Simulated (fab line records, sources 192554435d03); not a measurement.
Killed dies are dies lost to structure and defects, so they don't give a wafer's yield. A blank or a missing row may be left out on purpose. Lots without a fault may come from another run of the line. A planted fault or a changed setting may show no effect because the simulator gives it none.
Which tool did it? | flow n5_finfet | 11 lots, 32 wafers sampled, at 5 steps of a route of 1938

WHAT THE GAUGES READ, wafer by wafer
The record holds no reading of a measuring or inspecting step that can be judged against a usual standard deviation.

WHICH TOOL RAN EACH LOT (tool, then ch and the chambers of the sampled wafers, then the start)
lot  | N5_BEOL_M6_PECVD_70             | N5_BEOL_M6_SURFACE_TREAT_79  | N5_BEOL_M6_ANNEAL_51             | N5_BEOL_M6_CMP_52             | N5_BEOL_M7_ILD_DEP_00
L984 | pecvd-03 ch 0,1,2, day 8 07:52  | pvd_sputter-01, day 8 14:07  | rtp_anneal-02 ch 0, day 8 14:56  | cmp-04 ch 0,2, day 8 15:17    | pecvd-01 ch 0,2, day 8 15:44
L987 | pecvd-04 ch 0,1,2, day 9 00:23  | pvd_sputter-03, day 9 11:07  | rtp_anneal-02 ch 0, day 9 11:35  | cmp-02 ch 0,1,3, day 9 11:57  | pecvd-02 ch 0,1, day 9 12:22
L985 | pecvd-02 ch 1,2, day 9 15:19    | pvd_sputter-02, day 9 22:55  | rtp_anneal-02 ch 0, day 9 23:31  | cmp-03 ch 0,2, day 9 23:46    | pecvd-01 ch 0,1, day 10 00:16
L992 | pecvd-03 ch 0,1,2, day 10 23:27 | pvd_sputter-02, day 11 05:08 | rtp_anneal-01 ch 0, day 11 06:35 | cmp-03 ch 0,1,3, day 11 06:58 | pecvd-04 ch 1,2, day 11 07:23
L991 | pecvd-04 ch 0,1, day 11 01:44   | pvd_sputter-03, day 11 10:21 | rtp_anneal-02 ch 0, day 11 11:01 | cmp-02 ch 2,3, day 11 11:20   | pecvd-04 ch 0,1, day 11 11:47
L993 | pecvd-04 ch 0,1, day 11 06:26   | pvd_sputter-03, day 11 11:38 | rtp_anneal-01 ch 0, day 11 12:29 | cmp-04 ch 0,2, day 11 12:47   | pecvd-04 ch 0,1, day 11 13:14
L995 | pecvd-04 ch 0,1, day 12 02:03   | pvd_sputter-01, day 12 09:47 | rtp_anneal-02 ch 0, day 12 10:24 | cmp-03 ch 2,3, day 12 10:40   | pecvd-02 ch 0,2, day 12 11:02
L102 | pecvd-03 ch 0,1,2, day 13 16:24 | pvd_sputter-01, day 13 21:31 | rtp_anneal-01 ch 0, day 13 21:59 | cmp-04 ch 2,3, day 13 22:14   | pecvd-01 ch 0,1,2, day 13 22:43
L103 | pecvd-02 ch 0,2, day 13 22:16   | pvd_sputter-03, day 14 04:49 | rtp_anneal-01 ch 0, day 14 05:22 | cmp-02 ch 0,1,3, day 14 05:37 | pecvd-01 ch 0,1, day 14 06:07
L105 | pecvd-03 ch 0,1, day 14 19:33   | pvd_sputter-03, day 15 04:10 | rtp_anneal-01 ch 0, day 15 04:44 | cmp-04 ch 0,1, day 15 05:00   | pecvd-04 ch 1,2, day 15 05:29
L104 | pecvd-02 ch 0,2, day 14 23:35   | pvd_sputter-02, day 15 06:07 | rtp_anneal-02 ch 0, day 15 06:51 | cmp-03 ch 1,2,3, day 15 07:23 | pecvd-04 ch 1,2, day 15 07:46
- N5_BEOL_M6_PECVD_70: deposits SiO2 from TEOS/O2, target thk 20 nm, time 22.7 s.
- N5_BEOL_M6_SURFACE_TREAT_79
- N5_BEOL_M6_ANNEAL_51: time 90 s.
- N5_BEOL_M6_CMP_52: polishes, stops on SiCOH lowk, t overpolish 6.9 s, target thk 80 nm.
- N5_BEOL_M7_ILD_DEP_00: deposits SiCOH lowk from DEMS/porogen, target thk 179.75 nm, time 33.4 s.

WHAT THE TOOLS THEMSELVES READ (means of the sampled wafers that have a number; where no wafer has one, the mark that the record gives instead)
N5_BEOL_M6_PECVD_70. Usual: heater_power_w 673 W, standard deviation 80; showerhead_plenum_p_Torr 8.76 Torr, standard deviation 0.053; throttle_valve_pct 21.7 %, standard deviation 0.94.
lot  | tool     | heater_power_w (W) | showerhead_plenum_p_Torr (Torr) | throttle_valve_pct (%) | flag
L984 | pecvd-03 | 705                | 8.83                            | 21.8                   |
L987 | pecvd-04 | 619                | 8.75                            | 21.8                   |
L985 | pecvd-02 | 693                | 8.74                            | 21.2                   |
L992 | pecvd-03 | 674                | 8.80                            | 21.9                   |
L991 | pecvd-04 | 597                | 8.69                            | 22.0                   |
L993 | pecvd-04 | 696                | 8.72                            | 22.8                   |
L995 | pecvd-04 | 642                | 8.71                            | 22.2                   |
L102 | pecvd-03 | 658                | 8.80                            | 21.9                   |
L103 | pecvd-02 | 705                | 8.76                            | 21.7                   |
L105 | pecvd-03 | 676                | 8.78                            | 22.6                   |
L104 | pecvd-02 | 665                | 8.75                            | 21.4                   |

N5_BEOL_M6_ANNEAL_51. Usual: wafer_temp_C_max 225.99, standard deviation 0.29.
lot  | tool          | wafer_temp_C_max | flag
L984 | rtp_anneal-02 | 225.78           |
L987 | rtp_anneal-02 | 225.70           |
L985 | rtp_anneal-02 | 225.74           |
L992 | rtp_anneal-01 | 226.22           |
L991 | rtp_anneal-02 | 225.73           |
L993 | rtp_anneal-01 | 226.21           |
L995 | rtp_anneal-02 | 225.59           |
L102 | rtp_anneal-01 | 226.16           |
L103 | rtp_anneal-01 | 226.03           |
L105 | rtp_anneal-01 | 225.94           |
L104 | rtp_anneal-02 | 225.53           |

N5_BEOL_M6_CMP_52. Usual: barrier_field_endpoint_s 29.1 s, standard deviation 0.73; motor_current_A 6.4 A, standard deviation 0.71; overpolish_run_s 6.901 s, standard deviation 0.0097.
lot  | tool   | barrier_field_endpoint_s (s) | motor_current_A (A) | overpolish_run_s (s) | flag
L984 | cmp-04 | 29.8                         | 6.9                 | 6.897                |
L987 | cmp-02 | 29.5                         | 6.5                 | 6.891                |
L985 | cmp-03 | 27.9                         | 6.1                 | 6.891                |
L992 | cmp-03 | 29.0                         | 5.7                 | 6.899                |
L991 | cmp-02 | 29.5                         | 6.0                 | 6.908                |
L993 | cmp-04 | 29.3                         | 6.7                 | 6.893                |
L995 | cmp-03 | 35.0                         | 5.5                 | 6.583                | OFF
L102 | cmp-04 | 29.0                         | 7.0                 | 6.905                |
L103 | cmp-02 | 28.9                         | 6.6                 | 6.910                |
L105 | cmp-04 | 29.4                         | 6.5                 | 6.895                |
L104 | cmp-03 | 28.9                         | 5.9                 | 6.904                |

N5_BEOL_M7_ILD_DEP_00. Usual: heater_power_w 285 W, standard deviation 53; showerhead_plenum_p_Torr 5.734 Torr, standard deviation 0.015; throttle_valve_pct 13.7 %, standard deviation 0.78.
lot  | tool     | heater_power_w (W) | showerhead_plenum_p_Torr (Torr) | throttle_valve_pct (%) | flag
L984 | pecvd-01 | 312                | 5.744                           | 14.3                   |
L987 | pecvd-02 | 282                | 5.726                           | 13.3                   |
L985 | pecvd-01 | 321                | 5.737                           | 14.5                   |
L992 | pecvd-04 | 328                | 5.743                           | 14.1                   |
L991 | pecvd-04 | 261                | 5.716                           | 13.5                   |
L993 | pecvd-04 | 270                | 5.729                           | 14.1                   |
L995 | pecvd-02 | 282                | 5.742                           | 13.1                   |
L102 | pecvd-01 | 315                | 5.747                           | 14.5                   |
L103 | pecvd-01 | 311                | 5.744                           | 14.8                   |
L105 | pecvd-04 | 285                | 5.737                           | 13.6                   |
L104 | pecvd-04 | 300                | 5.727                           | 14.2                   |

THE ANSWER, worked out from the rows above alone
Rule: a lot is off if the mean of its wafers that have a number lies more than 3 standard deviations from the usual mean. A lot without any number at a reading at which 4 lots or more have one is off too. The other lots that the step has rows for count as sound. The gauges are gone through in route order, then the tools' own readings, and for those a lot's mean is taken as printed above. The first step at which some lot is off is used, and at that step the reading that is off furthest; a lot without a number counts as furthest.
Off: L995, at N5_BEOL_M6_CMP_52 (overpolish_run_s).
A tool fits if, at that step or a process step before it, it ran every lot that is off, and no sound lot after the first of them. One fits: pecvd-04 at N5_BEOL_M6_PECVD_70. Its last sound lot is L993 (day 11 06:26), its first lot that is off L995 (day 12 02:03): a fault that began between those two fits.

WHAT THE SIMULATOR HAD PUT IN
Process parameter drift: pecvd-04, from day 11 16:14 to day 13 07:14, at N5_BEOL_M6_PECVD_70. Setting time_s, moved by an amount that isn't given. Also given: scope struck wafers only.
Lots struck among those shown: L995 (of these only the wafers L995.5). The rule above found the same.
